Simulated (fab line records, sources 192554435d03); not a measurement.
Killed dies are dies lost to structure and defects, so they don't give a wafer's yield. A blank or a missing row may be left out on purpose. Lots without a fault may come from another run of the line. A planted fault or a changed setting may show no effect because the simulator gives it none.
Which tool did it? | flow n5_finfet | 24 lots, 72 wafers sampled, at 2 steps of a route of 1938

WHAT THE GAUGES READ, wafer by wafer
N5_BEOL_M4_OCD_MEAS_38.
lot  | measured     | on     | trench_depth_nm (nm)
L074 | day 7 13:10  | ocd-02 | 56.2 54.8 55.0
L075 | day 7 19:14  | ocd-02 | 56.3 56.5 54.0
L076 | day 8 14:21  | ocd-01 | 56.2 54.5 55.2
L077 | day 9 07:58  | ocd-02 | 54.8 55.0 55.3
L080 | day 9 08:22  | ocd-01 | 57.4 55.5 55.6
L079 | day 9 08:27  | ocd-02 | 56.0 56.4 55.7
L078 | day 9 12:45  | ocd-01 | 55.6 55.8 57.4
L082 | day 9 14:29  | ocd-01 | 55.3 54.9 57.1
L083 | day 9 17:19  | ocd-01 | 55.4 56.0 57.4
L081 | day 10 00:29 | ocd-01 | 55.7 55.6 56.5
L084 | day 10 18:55 | ocd-02 | 54.8 54.1 55.3
L085 | day 10 21:20 | ocd-02 | 56.2 56.0 57.6
L086 | day 11 05:03 | ocd-02 | 55.1 55.7 55.6
L087 | day 11 13:56 | ocd-01 | 55.1 57.7 57.4
L088 | day 11 17:03 | ocd-01 | 56.4 56.1 56.1
L089 | day 12 07:28 | ocd-01 | 56.1 55.6 54.9
L091 | day 12 08:55 | ocd-01 | 55.9 54.6 56.2
L090 | day 12 09:10 | ocd-02 | 55.8 55.6 57.1
L092 | day 12 12:28 | ocd-01 | 57.1 55.2 55.6
L093 | day 12 16:25 | ocd-02 | 56.2 56.8 56.9
L094 | day 13 06:12 | ocd-01 | 55.1 55.4 55.0
L095 | day 13 13:43 | ocd-02 | 56.7 55.9 55.9
L096 | day 13 21:41 | ocd-02 | 54.8 56.5 57.1
L097 | day 13 22:10 | ocd-01 | 55.9 56.0 55.0

WHICH TOOL RAN EACH LOT (tool, then ch and the chambers of the sampled wafers, then the start)
lot  | N5_BEOL_M4_STRIP_36
L074 | rie_diel-04 ch 0,1,2, day 7 12:58
L075 | rie_diel-04 ch 1,2,3, day 7 19:02
L076 | rie_diel-02 ch 0,3, day 8 14:10
L077 | rie_diel-03 ch 0,1,3, day 9 07:46
L080 | rie_diel-02 ch 0,2,3, day 9 08:10
L079 | rie_diel-04 ch 0,3, day 9 08:15
L078 | rie_diel-02 ch 0,2,3, day 9 12:34
L082 | rie_diel-02 ch 0,2,3, day 9 14:18
L083 | rie_diel-02 ch 0,2,3, day 9 17:08
L081 | rie_diel-02 ch 0,2,3, day 10 00:17
L084 | rie_diel-02 ch 1,2,3, day 10 18:44
L085 | rie_diel-04 ch 0,1, day 10 21:08
L086 | rie_diel-03 ch 0,3, day 11 04:52
L087 | rie_diel-04 ch 1,2, day 11 13:44
L088 | rie_diel-03 ch 0,1,3, day 11 16:52
L089 | rie_diel-03 ch 0,3, day 12 07:16
L091 | rie_diel-03 ch 0,1, day 12 08:44
L090 | rie_diel-04 ch 0,1,3, day 12 08:58
L092 | rie_diel-03 ch 0,1,2, day 12 12:16
L093 | rie_diel-02 ch 2,3, day 12 16:13
L094 | rie_diel-03 ch 1,2, day 13 06:01
L095 | rie_diel-02 ch 2,3, day 13 13:31
L096 | rie_diel-02 ch 1,2,3, day 13 21:29
L097 | rie_diel-02 ch 2,3, day 13 21:59
- N5_BEOL_M4_STRIP_36: strips in N2/H2.

WHAT THE TOOLS THEMSELVES READ (means of the sampled wafers that have a number; where no wafer has one, the mark that the record gives instead)
N5_BEOL_M4_STRIP_36.
lot  | tool        | drypump_motor_current_A (A) | oes_product_au (a.u.) | rf_vpp_V (V) | showerhead_plenum_p_Torr (Torr) | throttle_valve_pct (%)
L074 | rie_diel-04 | 6.2                         | 0.69                  | 58.9         | 2.44                            | 23.7
L075 | rie_diel-04 | 6.1                         | 0.76                  | 57.2         | 2.50                            | 23.5
L076 | rie_diel-02 | 5.4                         | 0.73                  | 58.6         | 2.44                            | 23.4
L077 | rie_diel-03 | 5.5                         | 0.84                  | 60.0         | 2.60                            | 23.5
L080 | rie_diel-02 | 5.4                         | 0.71                  | 59.8         | 2.51                            | 23.8
L079 | rie_diel-04 | 6.5                         | 0.91                  | 59.5         | 2.63                            | 23.6
L078 | rie_diel-02 | 5.4                         | 0.71                  | 59.4         | 2.51                            | 23.7
L082 | rie_diel-02 | 5.4                         | 0.71                  | 60.1         | 2.51                            | 23.8
L083 | rie_diel-02 | 5.4                         | 0.72                  | 58.8         | 2.51                            | 23.8
L081 | rie_diel-02 | 5.4                         | 0.71                  | 58.0         | 2.51                            | 23.8
L084 | rie_diel-02 | 5.7                         | 0.70                  | 59.6         | 2.59                            | 23.9
L085 | rie_diel-04 | 6.6                         | 0.92                  | 58.6         | 2.64                            | 23.5
L086 | rie_diel-03 | 5.7                         | 0.85                  | 60.1         | 2.64                            | 23.6
L087 | rie_diel-04 | 6.1                         | 0.95                  | 59.0         | 2.56                            | 23.2
L088 | rie_diel-03 | 5.5                         | 0.82                  | 58.3         | 2.59                            | 23.6
L089 | rie_diel-03 | 5.7                         | 0.83                  | 58.9         | 2.63                            | 23.6
L091 | rie_diel-03 | 5.5                         | 0.74                  | 59.5         | 2.53                            | 23.8
L090 | rie_diel-04 | 6.5                         | 0.88                  | 59.1         | 2.59                            | 23.5
L092 | rie_diel-03 | 5.4                         | 0.76                  | 59.2         | 2.54                            | 23.6
L093 | rie_diel-02 | 5.3                         | 0.91                  | 59.5         | 2.58                            | 23.9
L094 | rie_diel-03 | 5.3                         | 0.78                  | 57.5         | 2.55                            | 23.4
L095 | rie_diel-02 | 5.5                         | 0.78                  | 60.2         | 2.55                            | 23.8
L096 | rie_diel-02 | 5.7                         | 0.86                  | 58.9         | 2.57                            | 23.8
L097 | rie_diel-02 | 5.3                         | 0.86                  | 59.1         | 2.58                            | 24.0

THE ANSWER, worked out from the rows above alone
Rule: what is usual is taken from the lots themselves. Put in order of their means at a reading, lots are off if they are a third of the lots or fewer, leave a main group of 4 or more, and stand apart from it by a gap of 3 or more times the standard deviation of the main group's means; of several such gaps the widest counts. A main group whose means are all the same, to the digits that the tables above print for the reading, isn't used. A lot without any number at a reading at which 4 lots or more have one is off too. The other lots that the step has rows for count as sound. The gauges are gone through in route order, then the tools' own readings, and for those a lot's mean is taken as printed above. The first step at which some lot is off is used, and at that step the reading that is off furthest; a lot without a number counts as furthest.
No lot is off at any reading shown: from this, nothing can be told.

WHAT THE SIMULATOR HAD PUT IN
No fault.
